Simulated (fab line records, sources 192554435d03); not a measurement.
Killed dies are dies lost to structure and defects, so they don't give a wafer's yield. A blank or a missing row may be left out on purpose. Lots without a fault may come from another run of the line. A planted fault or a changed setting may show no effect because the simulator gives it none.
fab line records | flow n5_finfet
record lots=7 wafers=21
route steps=1938 shown GATE_CUT@480 MOL_CONTACT_COAG@565 BEOL_M0_SAQP@638
start_h: hours from the record's first day to the start of the lot's first wafer shown | wait_h: hours since the lot's step before | " the same as in the row above | L1.1+2: a row that stands for several wafers | - no value, or no start given | * or withheld: withheld | < > ~ a bound
route shown NAME@n: a module of which the file shows steps, and the number in the route of the first | usual: mean/standard deviation of fault-free wafers | same: alike in all rows | chamber/n: place in a boat | sites: the reading at each site | _std_site: their standard deviation | _edge_site: outer sites' mean less inner sites' | radius_mm: how far each site lies from the wafer's centre | mask NAME#n: copy n | behind: the tool/chamber that last shaped the wafer | hold: why the lot was held/for how many hours/how that ended | device: the transistor (n, p or np) that didn't switch | end of line: the same wafers' tests at the end of the route | a step without rows: its recipe alone | killed: dies lost to structure and defects at the first sort, not the wafer's yield | map: a wafer's dies, x killed, . not, _ none there
set.NAME: the setting as run; set.NAME@STEP: as run at that earlier step | model.NAME: the simulator's own value behind a step, which no gauge read
lots whose settings were changed on purpose; a table a step, a row a wafer
## steps
# step N5_GATE_CUT_COAT_27
# recipe resist=underlayer temp_c=205 time_s=60 spin_rpm=1500 resist_thk_nm=10
# columns lot.wafer tool chamber start_h wait_h set.spin_rpm model.underlayer_of_GATE_CUT_COAT_27.thk_nm
L083.1+4 litho_track-05 0 - - 1604 9.6
L083.3 " 0 " " 1500 10
L085.2+3 litho_track-03 0 - - 1500 10
L085.6 " 0 " " 1335 10.6
L089.4+5+6 litho_track-04 0 - - 1500 10
L090.1 litho_track-03 0 - - 1399 10.4
L090.2+5 " 0 " " 1500 10
L092.1+2+5 litho_track-03 0 - - 1500 10
L094.1+4 litho_track-03 0 - - 1500 10
L094.5 " 0 " " 1609 9.6
L095.2+4 litho_track-04 0 - - 1500 10
L095.6 " 0 " " 1397 10.4
# step N5_GATE_CUT_COAT_07
# recipe resist=CAR-EUV spin_rpm=1500 resist_thk_nm=30
# step N5_GATE_CUT_EBR_09
# recipe solvent=PGMEA ebr_width_mm=1.5
# step N5_GATE_CUT_DESCUM_18
# recipe chemistry=O2 time_s=7 source_power_w=50 bias_power_w=20 pressure_mtorr=20 rf_frequency_hz=2.712e+07 temp_c=40 resist=CAR-EUV o2_flow_sccm=225
# step N5_GATE_CUT_ETCH_28
# recipe chemistry=N2/H2 target=underlayer target_depth_a=130 mask_material=CAR-EUV time_s=10.4 ion_energy_ev=200 pressure_mtorr=30 source_w=840 bias_w=150 n2_flow_sccm=200 h2_flow_sccm=200 ends=cleared
# columns lot.wafer tool chamber start_h wait_h set.spin_rpm@GATE_CUT_COAT_27 model.CAR-EUV_of_GATE_CUT_COAT_07.thk_nm model.etch.depth_nm
L083.1 rie_diel-02 2 141.65 0.0 1604 15 9.673
L083.3 " 3 " " 1500 14.6 9.989
L083.4 " 0 " " 1604 15 9.697
L085.2 rie_diel-02 3 149.84 0.0 1500 14.6 10.09
L085.3 " 1 " " 1500 14.6 10.03
L085.6 " 3 " " 1335 13.8 10.65
L089.4 rie_diel-02 1 176.38 0.0 1500 14.8 9.992
L089.5 " 3 " " 1500 14.8 10
L089.6 " 0 " " 1500 14.6 10.02
L090.1 rie_diel-03 2 179.61 0.0 1399 14 10.41
L090.2+5 " 0,1 " " 1500 14.6 10.01
L092.1 rie_diel-02 1 190.31 0.0 1500 14.6 10.04
L092.2 " 0 " " 1500 14.4 10.02
L092.5 " 1 " " 1500 14.6 10.02
L094.1 rie_diel-06 1 203.03 0.0 1500 14.6 10.05
L094.4 " 0 " " 1500 14.4 10.06
L094.5 " 0 " " 1609 14.8 9.675
L095.2 rie_diel-02 2 206.44 0.0 1500 14.4 9.981
L095.4 " 3 " " 1500 14.6 9.979
L095.6 " 2 " " 1397 14 10.34
# step N5_GATE_CUT_ETCH_36
# recipe chemistry=CF4 target=SiARC target_depth_a=130 mask_material=CAR-EUV time_s=21.7 ion_energy_ev=80 pressure_mtorr=40 source_w=545 bias_w=36 Ar_flow_sccm=100 cf4_flow_sccm=100 ends=cleared
# columns lot.wafer tool chamber start_h wait_h set.spin_rpm@GATE_CUT_COAT_27 model.CAR-EUV_of_GATE_CUT_COAT_07.thk_nm
L083.1+4 rie_diel-02 2,0 141.67 0.0 1604 7.2
L083.3 " 3 " " 1500 6.8
L085.2+3 rie_diel-02 3,1 149.86 0.0 1500 6.8
L085.6 " 3 " " 1335 6.2
L089.4 rie_diel-02 1 176.40 0.0 1500 7.2
L089.5+6 " 3,0 " " 1500 7
L090.1 rie_diel-03 2 179.63 0.0 1399 6.4
L090.2 " 0 " " 1500 7
L090.5 " 1 " " 1500 6.8
L092.1 rie_diel-02 1 190.33 0.0 1500 7
L092.2+5 " 0,1 " " 1500 6.8
L094.1 rie_diel-06 1 203.05 0.0 1500 7
L094.4 " 0 " " 1500 6.8
L094.5 " 0 " " 1609 7.2
L095.2+4 rie_diel-02 2,3 206.46 0.0 1500 6.8
L095.6 " 2 " " 1397 6.2
# step N5_MOL_CONTACT_COAG_COAT_76
# recipe resist=SiARC temp_c=220 time_s=60 spin_rpm=1500 resist_thk_nm=10
# columns lot.wafer tool chamber start_h wait_h set.spin_rpm model.SiARC_of_MOL_CONTACT_COAG_COAT_76.thk_nm
L083.1+4 litho_track-01 0 - - 1500 10
L083.3 " 0 " " 1645 9.6
L085.2+6 litho_track-03 0 - - 1359 10.6
L085.3 " 0 " " 1500 10
L089.4+5 litho_track-02 0 - - 1443 10.2
L089.6 " 0 " " 1500 10
L090.1+2+5 litho_track-01 0 - - 1500 10
L092.1+2+5 litho_track-02 0 - - 1500 10
L094.1+4+5 litho_track-01 0 - - 1500 10
L095.2+4 litho_track-02 0 - - 1558 9.8
L095.6 " 0 " " 1500 10
# step N5_MOL_CONTACT_COAG_COAT_77
# recipe resist=underlayer temp_c=205 time_s=60 spin_rpm=1500 resist_thk_nm=10
# step N5_MOL_CONTACT_COAG_COAT_78
# recipe resist=CAR-EUV spin_rpm=1500 resist_thk_nm=40
# step N5_MOL_CONTACT_COAG_DESCUM_88
# recipe chemistry=O2 time_s=7 source_power_w=50 bias_power_w=20 pressure_mtorr=20 rf_frequency_hz=2.712e+07 temp_c=40 resist=CAR-EUV o2_flow_sccm=225
# step N5_MOL_CONTACT_COAG_ETCH_89
# recipe chemistry=N2/H2 target=underlayer target_depth_a=130 mask_material=CAR-EUV time_s=10.4 ion_energy_ev=200 pressure_mtorr=30 source_w=840 bias_w=150 n2_flow_sccm=200 h2_flow_sccm=200 ends=cleared
# step N5_MOL_CONTACT_COAG_ETCH_90
# recipe chemistry=CF4 target=SiARC target_depth_a=130 mask_material=CAR-EUV time_s=21.7 ion_energy_ev=80 pressure_mtorr=40 source_w=545 bias_w=36 Ar_flow_sccm=100 cf4_flow_sccm=100 ends=cleared
# columns lot.wafer tool chamber start_h wait_h set.spin_rpm@MOL_CONTACT_COAG_COAT_76 model.etch.depth_nm
L083.1 rie_diel-01 3 156.03 0.0 1500 10.01
L083.3 " 0 " " 1645 9.551
L083.4 " 1 " " 1500 10.06
L085.2+6 rie_diel-01 3,0 164.55 0.0 1359 10.51
L085.3 " 2 " " 1500 10.02
L089.4 rie_diel-04 1 192.54 0.0 1443 10.2
L089.5 " 3 " " 1443 10.19
L089.6 " 0 " " 1500 10.01
L090.1 rie_diel-01 2 193.85 0.0 1500 9.989
L090.2 " 3 " " 1500 9.986
L090.5 " 3 " " 1500 9.97
L092.1 rie_diel-05 2 206.71 0.0 1500 9.993
L092.2+5 " 3,1 " " 1500 10
L094.1 rie_diel-05 3 216.73 0.0 1500 9.984
L094.4 " 1 " " 1500 10.01
L094.5 " 0 " " 1500 10.02
L095.2 rie_diel-01 2 222.17 0.0 1558 9.794
L095.4 " 1 " " 1558 9.814
L095.6 " 0 " " 1500 10.01
# step N5_MOL_CONTACT_COAG_ALD_131
# recipe material=SiO2 target_thk_a=50 temp_c=100 ald_precursor_family=BDEAS ald_co_reactant=O2-plasma pulse_time_s=1 co_reactant_pulse_time_s=1 purge_time_s=2 co_reactant_purge_time_s=2 ald_cycles=35 pressure_torr=2
# step N5_MOL_CONTACT_COAG_ETCHBACK_132
# recipe chemistry=CHF3 target=SiO2 target_depth_a=100 time_s=6.7 ion_energy_ev=200 pressure_mtorr=30 source_w=610 bias_w=170 Ar_flow_sccm=200 CHF3_flow_sccm=50
# step N5_MOL_CONTACT_COAG_ETCH_91
# recipe chemistry=N2/H2 target=SOC target_depth_a=600 overetch_a=210 mask_material=SiARC temp_c=40 time_s=101.2 ion_energy_ev=200 pressure_mtorr=30 source_w=840 bias_w=150 n2_flow_sccm=200 h2_flow_sccm=200
# columns lot.wafer tool chamber start_h wait_h set.spin_rpm@MOL_CONTACT_COAG_COAT_76 model.SiARC_of_MOL_CONTACT_COAG_COAT_76.thk_nm
L083.1 rie_diel-05 2 156.83 0.0 1500 6
L083.3 " 3 " " 1645 5.6
L083.4 " 1 " " 1500 5.8
L085.2 rie_diel-01 3 164.85 0.0 1359 6.4
L085.3 " 2 " " 1500 5.8
L085.6 " 0 " " 1359 6.2
L089.4+5 rie_diel-01 0,2 192.86 0.0 1443 6
L089.6 " 1 " " 1500 5.8
L090.1+2+5 rie_diel-04 3,2,2 194.15 0.0 1500 5.6
L092.1+2+5 rie_diel-01 1,3,0 207.00 0.0 1500 5.8
L094.1+4+5 rie_diel-04 0,3,1 217.42 0.0 1500 5.8
L095.2+4 rie_diel-01 0,3 222.47 0.0 1558 5.6
L095.6 " 1 " " 1500 5.8
# step N5_MOL_CONTACT_COAG_EXPOSE_37
# recipe mask_id=VD na=0.33 source_shape=annular sigma_inner=0.3 sigma_outer=0.7 polarization=unpolarized defocus_nm=0 dose_mj=62
# columns lot.wafer tool chamber start_h wait_h mask set.dose_mj
L083.1+3+4 euv_scanner-02 0 157.59 - VD#0 62
L085.2+3+6 euv_scanner-02 0 165.49 - VD#0 62
L089.4 euv_scanner-01 0 193.52 - VD#0 66.16
L089.5+6 " 0 " " VD#0 62
L090.1+2 euv_scanner-01 0 194.78 - VD#0 62
L090.5 " 0 " " VD#0 63.25
L092.1+2+5 euv_scanner-01 0 207.63 - VD#0 62
L094.1+4+5 euv_scanner-01 0 218.18 - VD#0 62
L095.2 euv_scanner-01 0 223.11 - VD#0 62
L095.4+6 " 0 " " VD#0 66.06
# step N5_MOL_CONTACT_COAG_PEB_38
# recipe peb_temp_c=100 peb_time_s=60 resist=CAR-EUV
# step N5_MOL_CONTACT_COAG_DEVELOP_39
# recipe develop_time_s=30 developer=TMAH resist=CAR-EUV rinse_liquid=surfactant_rinse dry=air_spin dev_temp_c=23
# step N5_MOL_CONTACT_COAG_CD_MEAS_40
# recipe target_cd_nm=25.1 landing_energy_ev=500 detector=se_inlens polarity=opening
# usual cd_nm=25.05/0.28
# columns lot.wafer tool chamber start_h wait_h set.dose_mj@MOL_CONTACT_COAG_EXPOSE_37 cd_nm
L083.1 cd_sem-02 0 157.73 - 62 24.97
L083.3 " 0 " " 62 24.79
L083.4 " 0 " " 62 24.96
L085.2 cd_sem-03 0 165.63 - 62 24.78
L085.3 " 0 " " 62 25.05
L085.6 " 0 " " 62 24.92
L089.4 cd_sem-02 0 193.65 - 66.16 26.16
L089.5 " 0 " " 62 25.16
L089.6 " 0 " " 62 25.31
L090.1 cd_sem-02 0 194.92 - 62 24.93
L090.2 " 0 " " 62 24.80
L090.5 " 0 " " 63.25 25.50
L092.1 cd_sem-02 0 207.78 - 62 24.84
L092.2 " 0 " " 62 25.64
L092.5 " 0 " " 62 25.34
L094.1 cd_sem-03 0 218.32 - 62 25.03
L094.4 " 0 " " 62 25.38
L094.5 " 0 " " 62 25.16
L095.2 cd_sem-01 0 223.25 - 62 24.38
L095.4 " 0 " " 66.06 26.05
L095.6 " 0 " " 66.06 26.01
# step N5_BEOL_M0_SAQP_PECVD_04
# recipe material=a-Si target_thk_a=600 temp_c=350 precursor=SiH4/He pressure_torr=3 rf_w=100 time_s=60.2
# columns lot.wafer tool chamber start_h wait_h set.time_s model.a-Si_of_BEOL_M0_SAQP_PECVD_04.thk_nm
L083.1 pecvd-02 2 163.85 0.0 60.2 58.8
L083.3 " 0 " " 60.2 59.2
L083.4 " 2 " " 60.2 59
L085.2 pecvd-01 0 172.01 0.0 60.2 59.6
L085.3 " 1 " " 67.1 66.6
L085.6 " 2 " " 67.1 67.2
L089.4 pecvd-04 2 199.40 0.0 60.2 60.8
L089.5 " 1 " " 60.2 59.6
L089.6 " 0 " " 60.2 60.2
L090.1 pecvd-04 2 203.06 0.0 60.2 60.2
L090.2 " 0 " " 68.31 67.8
L090.5 " 2 " " 68.31 69.4
L092.1 pecvd-02 0 213.52 0.0 60.2 59.8
L092.2 " 1 " " 60.2 59
L092.5 " 0 " " 60.2 59.4
L094.1 pecvd-04 2 223.83 0.0 60.2 59.6
L094.4 " 1 " " 54.73 54.6
L094.5 " 0 " " 60.2 61
L095.2 pecvd-01 1 232.16 0.0 60.2 59.6
L095.4 " 2 " " 60.2 60.4
L095.6 " 0 " " 60.2 60.2
# step N5_BEOL_M0_SAQP_THK_MEAS_05
# usual thk_nm=60.0/0.83
# columns lot.wafer tool chamber start_h wait_h set.time_s@BEOL_M0_SAQP_PECVD_04 thk_nm
L083.1 film_metro-01 - 163.95 0.1 60.2 58.7
L083.3 " - " " 60.2 59.3
L083.4 " - " " 60.2 59.0
L085.2 film_metro-01 - 172.11 0.1 60.2 59.7
L085.3 " - " " 67.1 66.6
L085.6 " - " " 67.1 67.3
L089.4 film_metro-01 - 199.47 0.0 60.2 60.8
L089.5 " - " " 60.2 59.7
L089.6 " - " " 60.2 60.3
L090.1 film_metro-02 - 203.15 0.1 60.2 60.3
L090.2 " - " " 68.31 67.8
L090.5 " - " " 68.31 69.4
L092.1 film_metro-01 - 213.65 0.1 60.2 59.8
L092.2 " - " " 60.2 59.0
L092.5 " - " " 60.2 59.5
L094.1 film_metro-01 - 223.93 0.1 60.2 59.6
L094.4 " - " " 54.73 54.6
L094.5 " - " " 60.2 61.0
L095.2 film_metro-02 - 232.26 0.1 60.2 59.6
L095.4 " - " " 60.2 60.4
L095.6 " - " " 60.2 60.1
# step N5_BEOL_M0_SAQP_COAT_81
# recipe resist=SOC temp_c=250 time_s=60 spin_rpm=1500 resist_thk_nm=100
# columns lot.wafer tool chamber start_h wait_h set.temp_c
L083.1+3+4 litho_track-05 0 164.06 0.1 250
L085.2 litho_track-04 0 172.22 0.1 254.9
L085.3+6 " 0 " " 250
L089.4+6 litho_track-04 0 199.58 0.0 250
L089.5 " 0 " " 241.3
L090.1 litho_track-04 0 203.26 0.1 254.1
L090.2+5 " 0 " " 250
L092.1+2+5 litho_track-05 0 213.76 0.1 250
L094.1+5 litho_track-04 0 224.06 0.1 258.8
L094.4 " 0 " " 250
L095.2 litho_track-02 0 232.37 0.1 250
L095.4+6 " 0 " " 243.7
# step N5_BEOL_M0_SAQP_COAT_82
# recipe resist=SiARC temp_c=220 time_s=60 spin_rpm=1500 resist_thk_nm=30
# step N5_BEOL_M0_SAQP_COAT_08
# recipe resist=CAR-ArF spin_rpm=1500 resist_thk_nm=90
# step N5_BEOL_M0_SAQP_ETCH_84
# recipe chemistry=N2/H2 target=SOC target_depth_a=1000 overetch_a=200 mask_material=SiARC temp_c=40 time_s=150 ion_energy_ev=200 pressure_mtorr=30 source_w=840 bias_w=150 n2_flow_sccm=200 h2_flow_sccm=200
# step N5_BEOL_M0_SAQP_STRIP_80
# recipe chemistry=N2/H2 temp_c=40 n2_flow_sccm=200 h2_flow_sccm=200 rf_frequency_hz=6e+07
# step N5_BEOL_M0_SAQP_HM_OPEN_112
# recipe chemistry=CHF3/O2 target=SiO2 stop_on=a-Si target_depth_a=120 over_etch_frac=1.25 mask_material=SOC time_s=13.5 pressure_mtorr=30 source_w=650 bias_w=170 Ar_flow_sccm=200 CHF3_flow_sccm=50 O2_flow_sccm=5 ion_energy_ev=200 ends=end_point
# columns lot.wafer tool chamber start_h wait_h set.time_s@BEOL_M0_SAQP_PECVD_04 model.a-Si_of_BEOL_M0_SAQP_PECVD_04.thk_nm
L083.1+4 rie_diel-03 1,2 164.71 0.0 60.2 58.8
L083.3 " 3 " " 60.2 59.2
L085.2 rie_diel-03 0 172.87 0.0 60.2 59.6
L085.3 " 1 " " 67.1 66.6
L085.6 " 0 " " 67.1 67.2
L089.4 rie_diel-02 3 200.11 0.0 60.2 60.8
L089.5 " 2 " " 60.2 59.4
L089.6 " 1 " " 60.2 60.2
L090.1 rie_diel-02 3 203.91 0.0 60.2 60.2
L090.2 " 2 " " 68.31 67.6
L090.5 " 2 " " 68.31 69.4
L092.1 rie_diel-06 3 214.41 0.0 60.2 59.8
L092.2 " 0 " " 60.2 59
L092.5 " 2 " " 60.2 59.4
L094.1 rie_diel-06 0 224.59 0.0 60.2 59.6
L094.4 " 1 " " 54.73 54.6
L094.5 " 1 " " 60.2 60.8
L095.2 rie_diel-03 2 233.02 0.0 60.2 59.4
L095.4 " 0 " " 60.2 60.4
L095.6 " 2 " " 60.2 60
# step N5_BEOL_M0_SAQP_STRIP_113
# recipe chemistry=CHF3/O2 resist=SiARC rf_frequency_hz=6e+07
# step N5_BEOL_M0_SAQP_MANDREL_ETCH_20
# recipe target_depth_a=600 chemistry=HBr/Cl2 target=a-Si stop_on=SiNx bt_time_s=10 mask_material=SOC over_etch_frac=0.5 time_s=30 pressure_mtorr=10 icp_w=800 bias_w=75 HBr_flow_sccm=150 Cl2_flow_sccm=80 ends=end_point
# usual oes_product_au=0.769/0.014
# columns lot.wafer tool chamber start_h wait_h set.time_s@BEOL_M0_SAQP_PECVD_04 oes_product_au model.etch.depth_nm
L083.1 rie_si-05 0 164.79 0.0 60.2 0.758 58.76
L083.3 " 2 " " 60.2 0.767 59.23
L083.4 " 3 " " 60.2 0.752 58.87
L085.2 rie_si-03 2 172.95 0.0 60.2 0.755 59.64
L085.3 " 1 " " 67.1 0.810 66.6
L085.6 " 1 " " 67.1 0.813 67.24
L089.4 rie_si-04 3 200.19 0.0 60.2 0.775 60.77
L089.5 " 2 " " 60.2 0.770 59.49
L089.6 " 3 " " 60.2 0.763 60.15
L090.1 rie_si-03 0 204.00 0.0 60.2 0.786 60.29
L090.2 " 2 " " 68.31 0.816 67.68
L090.5 " 3 " " 68.31 0.832 69.33
L092.1 rie_si-04 2 214.49 0.0 60.2 0.776 59.82
L092.2 " 3 " " 60.2 0.753 59.02
L092.5 " 2 " " 60.2 0.772 59.46
L094.1 rie_si-03 1 224.68 0.0 60.2 0.755 59.55
L094.4 " 2 " " 54.73 0.726 54.54
L094.5 " 0 " " 60.2 0.782 60.9
L095.2 rie_si-04 1 233.11 0.0 60.2 0.792 59.46
L095.4 " 2 " " 60.2 0.778 60.38
L095.6 " 1 " " 60.2 0.794 60.03
# step N5_BEOL_M0_SAQP_STRIP_86
# recipe chemistry=N2/H2 power_w=500 temp_c=40 pressure_mtorr=50 rf_frequency_hz=6e+07 overash_fraction=0.3 bias_power_w=28 h2_frac=0.5 n2_flow_sccm=300 h2_flow_sccm=300
# step N5_BEOL_M0_SAQP_STRIP_115
# recipe chemistry=post_etch_residue_remover time_s=60 temp_c=25 remover_ph=withheld remover_water_wt_pct=withheld remover_fluoride_wt_pct=withheld
# step N5_BEOL_M0_SAQP_SRD_93
# recipe dry=ipa_marangoni time_s=30 temp_c=23 rinse_liquid=diw
# step N5_BEOL_M0_SAQP_RECESS_114
# recipe chemistry=HF/NH3 target=SiO2 target_depth_a=144 afs_cycles=3 temp_c=30 sublimation_temp_c=180 sublimation_time_s=60
# step N5_BEOL_M0_SAQP_SPACER1_ALD_98
# recipe material=SiO2 target_thk_a=128 temp_c=300 ald_precursor_family=BDEAS ald_co_reactant=O2-plasma pulse_time_s=1 purge_time_s=2 co_reactant_purge_time_s=2 ald_cycles=138 pressure_torr=2
# columns lot.wafer tool chamber start_h wait_h set.temp_c@BEOL_M0_SAQP_COAT_81 model.a-Si_of_BEOL_M0_SAQP_PECVD_04.thk_nm
L083.1+4 ald_sin-04 1,2 165.40 0.3 250 58.6
L083.3 " 3 " " 250 59
L085.2 ald_sin-04 0 173.56 0.3 254.9 59.4
L085.3 " 1 " " 250 66.4
L085.6 " 1 " " 250 67
L089.4 ald_sin-01 0 200.80 0.1 250 60.6
L089.5 " 0 " " 241.3 59.4
L089.6 " 3 " " 250 60
L090.1 ald_sin-01 2 205.48 1.1 254.1 60.2
L090.2 " 0 " " 250 67.6
L090.5 " 2 " " 250 69.2
L092.1 ald_sin-01 0 215.17 0.3 250 59.6
L092.2 " 3 " " 250 58.8
L092.5 " 2 " " 250 59.2
L094.1 ald_sin-04 2 225.41 0.3 258.8 59.4
L094.4 " 3 " " 250 54.4
L094.5 " 0 " " 258.8 60.8
L095.2 ald_sin-04 2 233.73 0.3 250 59.2
L095.4 " 0 " " 243.7 60.2
L095.6 " 0 " " 243.7 59.8
# step N5_BEOL_M0_SAQP_SPACER1_ETCHBACK_99
# recipe chemistry=CHF3/O2 mode=anisotropic_etchback target=SiO2 target_depth_a=154 time_s=7.7 pressure_mtorr=30 source_w=650 bias_w=170 Ar_flow_sccm=200 CHF3_flow_sccm=50 O2_flow_sccm=5 ion_energy_ev=200
# columns lot.wafer tool chamber start_h wait_h set.time_s@BEOL_M0_SAQP_PECVD_04 model.a-Si_of_BEOL_M0_SAQP_PECVD_04.thk_nm
L083.1+4 rie_diel-06 1,0 165.88 0.3 60.2 58.2
L083.3 " 2 " " 60.2 58.6
L085.2 rie_diel-03 1 174.04 0.3 60.2 59
L085.3 " 2 " " 67.1 66
L085.6 " 2 " " 67.1 66.6
L089.4 rie_diel-06 3 201.28 0.3 60.2 60.2
L089.5 " 3 " " 60.2 58.8
L089.6 " 0 " " 60.2 59.6
L090.1 rie_diel-02 3 205.96 0.3 60.2 59.8
L090.2 " 0 " " 68.31 67
L090.5 " 2 " " 68.31 68.6
L092.1 rie_diel-02 0 215.64 0.3 60.2 59.2
L092.2 " 2 " " 60.2 58.4
L092.5 " 2 " " 60.2 58.8
L094.1 rie_diel-03 2 225.89 0.3 60.2 59
L094.4 " 3 " " 54.73 54
L094.5 " 2 " " 60.2 60.2
L095.2 rie_diel-02 3 234.21 0.3 60.2 58.8
L095.4 " 0 " " 60.2 59.8
L095.6 " 3 " " 60.2 59.4
## key
split step=N5_GATE_CUT_COAT_27 setting=spin_rpm stated=1500 by=wafer
response step=N5_GATE_CUT_COAT_27 reading=model.underlayer_of_GATE_CUT_COAT_27.thk_nm change=-0.0564 per=1% r=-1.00
response step=N5_GATE_CUT_ETCH_28 reading=model.CAR-EUV_of_GATE_CUT_COAT_07.thk_nm change=+0.0675 per=1% r=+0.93
response step=N5_GATE_CUT_ETCH_28 reading=model.etch.depth_nm change=-0.0527 per=1% r=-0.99
response step=N5_GATE_CUT_ETCH_36 reading=model.CAR-EUV_of_GATE_CUT_COAT_07.thk_nm change=+0.0606 per=1% r=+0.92
split step=N5_MOL_CONTACT_COAG_COAT_76 setting=spin_rpm stated=1500 by=wafer
response step=N5_MOL_CONTACT_COAG_COAT_76 reading=model.SiARC_of_MOL_CONTACT_COAG_COAT_76.thk_nm change=-0.0523 per=1% r=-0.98
response step=N5_MOL_CONTACT_COAG_ETCH_90 reading=model.etch.depth_nm change=-0.0513 per=1% r=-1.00
response step=N5_MOL_CONTACT_COAG_ETCH_91 reading=model.SiARC_of_MOL_CONTACT_COAG_COAT_76.thk_nm change=-0.0432 per=1% r=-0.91
split step=N5_MOL_CONTACT_COAG_EXPOSE_37 setting=dose_mj stated=62 by=wafer
response step=N5_MOL_CONTACT_COAG_CD_MEAS_40 reading=cd_nm change=+0.199 per=1% r=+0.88
split step=N5_BEOL_M0_SAQP_PECVD_04 setting=time_s stated=60.2 by=wafer
response step=N5_BEOL_M0_SAQP_PECVD_04 reading=model.a-Si_of_BEOL_M0_SAQP_PECVD_04.thk_nm change=+0.629 per=1% r=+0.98
response step=N5_BEOL_M0_SAQP_THK_MEAS_05 reading=thk_nm change=* per=1% r=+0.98
response step=N5_BEOL_M0_SAQP_HM_OPEN_112 reading=model.a-Si_of_BEOL_M0_SAQP_PECVD_04.thk_nm change=+0.623 per=1% r=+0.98
response step=N5_BEOL_M0_SAQP_MANDREL_ETCH_20 reading=oes_product_au change=+0.00393 per=1% r=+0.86
response step=N5_BEOL_M0_SAQP_MANDREL_ETCH_20 reading=model.etch.depth_nm change=+0.621 per=1% r=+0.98
response step=N5_BEOL_M0_SAQP_SPACER1_ETCHBACK_99 reading=model.a-Si_of_BEOL_M0_SAQP_PECVD_04.thk_nm change=+0.613 per=1% r=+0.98
split step=N5_BEOL_M0_SAQP_COAT_81 setting=temp_c stated=250 by=wafer
response step=N5_BEOL_M0_SAQP_SPACER1_ALD_98 reading=model.a-Si_of_BEOL_M0_SAQP_PECVD_04.thk_nm shape=bent at_lowest=59.4 at_stated=61.3 at_highest=60.1
